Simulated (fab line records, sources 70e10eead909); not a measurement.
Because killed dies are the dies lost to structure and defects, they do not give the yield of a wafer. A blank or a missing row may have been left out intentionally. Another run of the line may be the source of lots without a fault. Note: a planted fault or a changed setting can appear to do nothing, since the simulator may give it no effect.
Chamber matching    flow nand-harc    NHARC_A_BONDPAD_CMP_19 on cmp-04 has 4 sister chambers
The step polishes, t overpolish 30 s, cu recess touch 16 s, target thk 169.82 nm. 4 wafers are shown with their chamber, then 7 later ones without.

## WAFERS PAIRED WITH THEIR CHAMBERS
wafer   chamber  motor-current-A (A)
L931.5  2        12.2
L936.5  3        10.6
L938.1  0        9.3
L938.2  1        11.5

## WAFERS WITH NO CHAMBER GIVEN
wafer   motor-current-A (A)
L938.3  10.4
L937.4  10.1
L937.5  11.7
L937.6  12.5
L954.1  12.0
L954.4  12.3
L954.5  11.9

## EACH ONE'S CHAMBER
wafer   from the rows above      in truth
L938.3  3                        3
L937.4  can't be placed: 3 or 0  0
L937.5  can't be placed: 1 or 2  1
L937.6  2                        2
L954.1  can't be placed: 2 or 1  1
L954.4  2                        2
L954.5  can't be placed: 2 or 1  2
Placed correctly: 3 of 7. Cannot be placed on the basis of these rows: 4; the candidates contain the true chamber in 4. Wrongly placed: 0.
How it was worked out, from the rows above alone: a wafer's distance from a chamber is the root of the sum, over the readings, of the square of ((its reading less the chamber's mean) divided by the reading's scatter). The wafer belongs to the nearest chamber; if the next one is less than 2 further off, it can't be placed. For every chamber, the mean is computed from those of its wafers that are shown. The scatter: with one shown wafer a chamber, the root of the mean of the squares of how far each hidden wafer lies from its nearest shown one.
